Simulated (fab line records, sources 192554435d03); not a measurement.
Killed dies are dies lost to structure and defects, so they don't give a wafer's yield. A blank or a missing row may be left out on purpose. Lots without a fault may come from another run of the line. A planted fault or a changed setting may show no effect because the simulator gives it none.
A struck lot beside a sound one | flow n5_finfet | 15 steps out of a route of 1938
Sound: wafers L373.1, L373.4, L373.6. Struck: wafers L362.3, L362.5, L362.6. The cause comes at the end.
At each step with rows: each side's tool, then ch and its chambers, then its first start. Under that, the readings that differ: sound wafers | struck wafers | difference of the means | sigmas: that difference in standard deviations of wafers without a fault.
alike: readings whose means differ by less than 2 such deviations, and words and numbers that are the same on both sides. not compared: withheld readings, readings that some wafer has no value for, bounds like >300 that may hide the same value, and numbers for which the record gives no deviation and whose values overlap.
The two part at a step that has a row with sigmas, a row that says differs or no value, or rows on one side only. Numbers that don't overlap but have no deviation are shown without sigmas and don't part them. A reading that every wafer of one side lacks parts them only if that side has two wafers or more.

N5_BEOL_M9_ANNEAL_51: time 90 s.
  sound on rtp_anneal-02 ch 0, day 14 15:34; struck on rtp_anneal-02 ch 0, day 11 01:28
  alike: anneal_temp_c_max, wafer_temp_C_max
then, 1 step without rows for these wafers: N5_BEOL_M9_CMP_52 (polishes, stops on SiCOH lowk, t overpolish 7 s, target thk 140 nm).
N5_BEOL_M9_THK_MEAS_53: measures by xrf.
  sound on film_metro-02, day 14 16:10; struck on film_metro-02, day 11 01:58
  reading     | sound             | struck            | difference | sigmas
  M9_THK (nm) | 140.2 140.5 141.1 | 136.3 135.9 134.8 | -4.9       | -2
then, 1 step without rows for these wafers: N5_BEOL_M9_PRE_CLEAN_55 (time 15 s).
N5_BEOL_M9_DEP_56: deposits SiCN from 3MS/NH3, target thk 15 nm, time 26.5 s.
  sound on pecvd-03 ch 0,2, day 14 16:13; struck on pecvd-01 ch 0,1, day 11 02:02
  alike: showerhead_plenum_p_Torr, throttle_valve_pct
N5_BEOL_M9_RS_MEAS_57: measures by four-point-probe.
  sound on film_metro-02, day 14 16:18; struck on film_metro-01, day 11 02:06
  reading        | sound                | struck               | difference | sigmas
  M9_RS (ohm/sq) | 0.1498 0.1498 0.1488 | 0.1539 0.1550 0.1563 | +0.0056    | +2
N5_BEOL_M9_INSPECT_58: inspects for defects (darkfield).
  sound on defect_inspect-02, day 14 16:19; struck on defect_inspect-01, day 11 02:08
  alike: raw_defect_count
N5_BEOL_M10_ILD_DEP_00: deposits SiCOH lowk from DEMS/porogen, target thk 308.51 nm, time 58 s.
  sound on pecvd-02 ch 1,2, day 14 16:22; struck on pecvd-04 ch 1,2, day 11 02:10
  reading                         | sound             | struck            | difference | sigmas
  showerhead_plenum_p_Torr (Torr) | 5.763 5.768 5.733 | 5.709 5.729 5.734 | -0.031     | -2
  alike: heater_power_w, throttle_valve_pct
N5_BEOL_M10_CURE_71: cures SiCOH lowk, time 240 s.
  sound on uv_cure-01 ch 2, day 14 16:26; struck on uv_cure-01 ch 2, day 11 02:24
  reading          | sound             | struck            | difference | sigmas
  wafer_temp_C_max | 385.9 386.7 387.1 | 387.9 387.7 386.6 | +0.8       | +2
  alike: lamp_power_pct
N5_BEOL_M10_THK_MEAS_01:
  sound on film_metro-01, day 14 16:57; struck on film_metro-02, day 11 02:45
  alike: M10_ILD_THK
N5_BEOL_M10_PECVD_70: deposits SiO2 from TEOS/O2, target thk 20 nm, time 22.7 s.
  sound on pecvd-01 ch 0,2, day 14 16:59; struck on pecvd-04 ch 0,1, day 11 02:47
  alike: heater_power_w, showerhead_plenum_p_Torr, throttle_valve_pct
then, 1 step without rows for these wafers: N5_BEOL_M10_HM_DEP_02 (deposits TiN, target thk 20 nm).
N5_BEOL_M10_COAT_59: time 60 s, resist thk 100 nm.
  sound on litho_track-05 ch 0, day 14 18:28; struck on litho_track-05 ch 0, day 11 04:19
  reading                  | sound                | struck               | difference | sigmas
  heater_power_total_W (W) | 498.2 499.1 502.3    | 492.7 491.6 488.9    | -8.8       | -5
  plate_temp_C (C)         | 249.98 250.14 250.08 | 245.99 246.00 246.00 | -4.07      | -25
then, 1 step without rows for these wafers: N5_BEOL_M10_COAT_60 (time 60 s, resist thk 30 nm).
-- the record jumps here: 2 days lie between the struck wafers' starts before and after (it left off in module BEOL_M10 and takes up again in module PASSIVATION, whose first step shown is number 1936 of the route) --
N5_PASSIVATION_PROBE_49:
  sound on prober-02, day 16 22:41; struck on prober-01, day 13 11:02
  alike: defect_limited_yield, killed_at_M0_to_M3, killed_at_M4_up, killed_at_contacts, killed_at_front_end, killed_at_other, killed_dies, killed_on_rim, killed_open, killed_short, sort_bin_5_function, sort_bin_6_memory, sort_n_pass, sort_yield_pct

WHERE THEY PART
First at N5_BEOL_M9_THK_MEAS_53; last, within this record, at N5_BEOL_M10_COAT_59. Later steps at which nothing parts them and some readings are alike: N5_PASSIVATION_PROBE_49.

WHY: what the simulator had put in
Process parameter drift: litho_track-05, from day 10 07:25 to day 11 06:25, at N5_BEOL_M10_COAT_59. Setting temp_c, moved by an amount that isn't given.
